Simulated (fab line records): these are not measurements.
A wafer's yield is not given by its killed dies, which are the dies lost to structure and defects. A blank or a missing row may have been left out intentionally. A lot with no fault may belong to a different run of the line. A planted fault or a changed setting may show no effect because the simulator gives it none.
Chamber matching || flow n5 finfet || N5_BEOL_M7_ETCH_62 on rie diel-03 has 3 sister chambers
The step etches SOC in N2/H2, target depth 110 nm, overetch 22 nm, time 165 s. 6 wafers are shown with their chamber, then 6 later ones without.

== WAFERS WITH THEIR CHAMBER ==
{"wafer": "L079.1", "chamber": 1, "showerhead plenum p Torr (Torr)": 2.71, "drypump motor current A (A)": 5.1}
{"wafer": "L082.1", "chamber": 1, "showerhead plenum p Torr (Torr)": 2.70, "drypump motor current A (A)": 5.0}
{"wafer": "L082.4", "chamber": 2, "showerhead plenum p Torr (Torr)": 2.47, "drypump motor current A (A)": 5.3}
{"wafer": "L084.2", "chamber": 2, "showerhead plenum p Torr (Torr)": 2.47, "drypump motor current A (A)": 5.2}
{"wafer": "L084.3", "chamber": 3, "showerhead plenum p Torr (Torr)": 2.39, "drypump motor current A (A)": 6.5}
{"wafer": "L084.6", "chamber": 3, "showerhead plenum p Torr (Torr)": 2.39, "drypump motor current A (A)": 6.5}

== WAFERS WITH NO CHAMBER GIVEN ==
{"wafer": "L089.2", "showerhead plenum p Torr (Torr)": 2.70, "drypump motor current A (A)": 5.0}
{"wafer": "L089.3", "showerhead plenum p Torr (Torr)": 2.46, "drypump motor current A (A)": 5.3}
{"wafer": "L092.1", "showerhead plenum p Torr (Torr)": 2.71, "drypump motor current A (A)": 6.5}
{"wafer": "L092.2", "showerhead plenum p Torr (Torr)": 2.69, "drypump motor current A (A)": 5.0}
{"wafer": "L097.2", "showerhead plenum p Torr (Torr)": 2.70, "drypump motor current A (A)": 6.4}
{"wafer": "L097.4", "showerhead plenum p Torr (Torr)": 2.45, "drypump motor current A (A)": 5.3}

== EACH ONE'S CHAMBER ==
{"wafer": "L089.2", "from the rows above": 1, "in truth": 1}
{"wafer": "L089.3", "from the rows above": 2, "in truth": 2}
{"wafer": "L092.1", "from the rows above": 1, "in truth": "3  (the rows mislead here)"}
{"wafer": "L092.2", "from the rows above": 1, "in truth": 1}
{"wafer": "L097.2", "from the rows above": 1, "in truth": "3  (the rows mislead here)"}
{"wafer": "L097.4", "from the rows above": 2, "in truth": 2}
Placed correctly: 4 of 6. Number that these rows cannot place: 0. Placed wrongly: 2.
How it was worked out, from the rows above alone: a wafer's distance from a chamber is the root of the sum, over the readings, of the square of ((its reading less the chamber's mean) divided by the reading's scatter). The wafer belongs to the nearest chamber; if the next one is less than 2 further off, it can't be placed. A chamber's mean is the mean of its shown wafers. The scatter is the square root of a quotient: the sum, over the shown wafers, of each reading's squared deviation from its chamber's mean, divided by wafers minus chambers.
